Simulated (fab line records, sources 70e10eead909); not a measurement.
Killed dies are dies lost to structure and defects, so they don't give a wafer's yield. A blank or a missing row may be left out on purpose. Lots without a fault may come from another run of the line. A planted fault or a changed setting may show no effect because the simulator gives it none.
Problem report in the 8D (eight disciplines) form, filled by code | flow nand_harc | the parts of the form that need people (team, actions taken, sign-off) are left out

1. THE PROBLEM
thk_nm at NHARC_A_ONON_D2_THK_MEAS_02 reads a mean of 693 nm on 5 wafers of 3 lots; wafers without a fault read 1002 nm with a standard deviation of 8.8. That is -35 standard deviations from the usual mean.
The step: measures by ellipsometry.
First seen on wafer L722.1, day 16 00:43, on film_metro-02. The record holds 39 wafers of 13 lots with a number at this step. Rule for "out", or "out of limits": more than 4 standard deviations from the usual mean. The other wafers with a number count as sound.

2. WHAT IT IS AND WHAT IT IS NOT
question                    | is                                     | is not
which readings at this step | thk_nm                                 | -
which lots                  | L722, L723, L724                       | L713, L718, L720, L721, L729, L732, L733, L734, L735, L736
which wafers of those lots  | L722.1, L722.2, L723.4, L724.1, L724.4 | L722.6, L723.3, L723.5, L724.6
read on which gauges        | film_metro-01, film_metro-02           | -
when                        | from day 16 00:43                      | up to then (13 sound wafers); but 21 sound wafers of L723, L724, L729, L732, L733, L734, L735, L736 came after

3. SUSPECTS, AND WHAT RULES EACH OUT
Counting: a tool at a process step up to the reading stays a suspect if it ran every lot that is out. Sound lots after the first of them don't rule it out here, since some wafers of a struck lot are sound.
- the gauge at NHARC_A_ONON_D2_THK_MEAS_02: ruled out. The wafers that are out were read on 2 gauges (film_metro-01, film_metro-02).
- rie_si-03 at NHARC_A_DECK1_JOINT_ETCHBACK_07 (etches the open film in HBr, target depth 105 nm, time 26.9 s): kept. It ran every lot that is out, first L722 (day 14 15:15); its last sound lot up to then is L720 (day 13 18:29).
- pecvd_onon-01 at NHARC_A_ONON_D2_DEP_00 (target thk 1000 nm): kept. It ran every lot that is out, first L722 (day 16 00:12); its last sound lot up to then is L721 (day 15 18:37).
Left after counting: rie_si-03 at NHARC_A_DECK1_JOINT_ETCHBACK_07, pecvd_onon-01 at NHARC_A_ONON_D2_DEP_00.

4. THE CAUSE (what the simulator had put in)
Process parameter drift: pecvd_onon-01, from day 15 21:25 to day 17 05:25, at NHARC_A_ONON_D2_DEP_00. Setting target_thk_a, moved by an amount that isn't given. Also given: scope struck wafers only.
Counting left 2 suspects, and this tool is among them.

5. THE CHAIN OF EFFECTS, in route order
Each row: a reading whose mean over the struck wafers that have a number lies more than 3 standard deviations from the usual. Only readings for which the record gives a usual standard deviation are gone through. hours: the time from each lot's start at the first step in this table that gives one to its start at this step, as a median over the lots. sigmas: the change in usual standard deviations.
hours | step                        | reading         | usual   | on struck wafers | change | sigmas
0     | NHARC_A_ONON_D2_THK_MEAS_02 | thk_nm          | 1002 nm | 693              | -309   | -35
286   | NHARC_END_SORT_01           | killed_at_array | 52      | 670              | +618   | +39
286   | NHARC_END_SORT_01           | killed_dies     | 57      | 677              | +620   | +39

6. WHAT WOULD HAVE CAUGHT IT SOONER
In this record the first reading out of limits at a measuring or inspecting step was taken at day 16 00:43, 3 hours after the fault began at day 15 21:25.
Of the tool readings at NHARC_A_ONON_D2_DEP_00 for which the record gives a usual standard deviation, none was out on any struck wafer, so an alarm limit of 4 standard deviations on them would not have fired.
Of the lots that are out (3), L723, L724 began NHARC_A_ONON_D2_DEP_00 on pecvd_onon-01 after day 16 00:43. A hold on the tool at that time would have spared those 2.
